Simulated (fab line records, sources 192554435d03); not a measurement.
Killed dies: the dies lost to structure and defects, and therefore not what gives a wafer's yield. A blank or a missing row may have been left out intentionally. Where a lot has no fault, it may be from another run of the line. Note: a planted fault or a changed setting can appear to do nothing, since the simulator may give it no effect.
8D (eight disciplines) problem report, filled in by code | flow n5 finfet | the parts of the form that need people (team, actions taken, sign-off) are left out

## 1. WHAT WENT WRONG
Wafers without a fault read 1500.0 rpm, standard deviation 0.87; spin speed rpm at N5_BEOL_M4_COAT_22 reads a mean of 1717.0 rpm on 6 wafers belonging to 2 lots. That is +99 or more standard deviations from the usual mean.
The step: resist thk 30 nm.
The first sign was on wafer L802.3 at day 14 07:13, on litho track-03. The record has a number at this step for 33 wafers belonging to 11 lots. Rule for "out", or "out of limits": more than 4 standard deviations from the usual mean. The rest of the wafers with a number are treated as sound.

## 2. WHAT IT IS AND WHAT IT IS NOT
question                    | is                     | is not
which readings at this step | spin speed rpm         | -
which lots                  | L802, L803             | L783, L785, L786, L788, L790, L791, L792, L794, L806
which wafers of those lots  | all that have a number | -
read on which tools         | litho track-03         | litho track-02, litho track-05
when                        | from day 14 07:13      | up to then (21 sound wafers); but 6 sound wafers of L788, L806 came after

## 3. SUSPECTS, AND WHAT RULES EACH OUT
Counting: a tool at a process step up to the reading stays a suspect if it ran every lot that is out and no sound lot after the first of them.
- litho track-03 at N5_BEOL_M4_COAT_22 (resist thk 30 nm): kept. It processed each lot that is out, first L802 at day 14 07:13, and no sound lot thereafter; up to then, the last sound lot it processed was L790 at day 10 20:03. Its own readings are out on those wafers: spin speed rpm.
After counting, what remains is litho track-03 at N5_BEOL_M4_COAT_22.

## 4. THE CAUSE (what the simulator had put in)
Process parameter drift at N5_BEOL_M4_COAT_22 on litho track-03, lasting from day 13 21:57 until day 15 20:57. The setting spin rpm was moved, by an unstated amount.
Counting left only this tool.

## 5. THE EFFECT CHAIN, in route order
Each row: a reading whose mean over the struck wafers that have a number lies more than 3 standard deviations from the usual. Only readings for which the record gives a usual standard deviation are gone through. hours: the time from each lot's start at the first step in this table that gives one to its start at this step, as a median over the lots. sigmas: the change in usual standard deviations.
hours | step               | reading        | usual      | on struck wafers | change | sigmas
0     | N5_BEOL_M4_COAT_22 | spin speed rpm | 1500.0 rpm | 1717.0           | +217.0 | +99 or more
Here are the process steps it includes:
- N5_BEOL_M4_COAT_22: resist thk 30 nm.
Later steps that measure or inspect, where all struck wafers having a row at the step show a number for every such reading and not one has moved that far: N5_BEOL_M4_OVL_MEAS_29, N5_BEOL_M4_RC_MEAS_101.

## 6. WHAT WOULD HAVE CAUGHT IT SOONER
In this record no reading fell out of limits until day 14 07:13, 9 hours after the fault had begun at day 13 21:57.
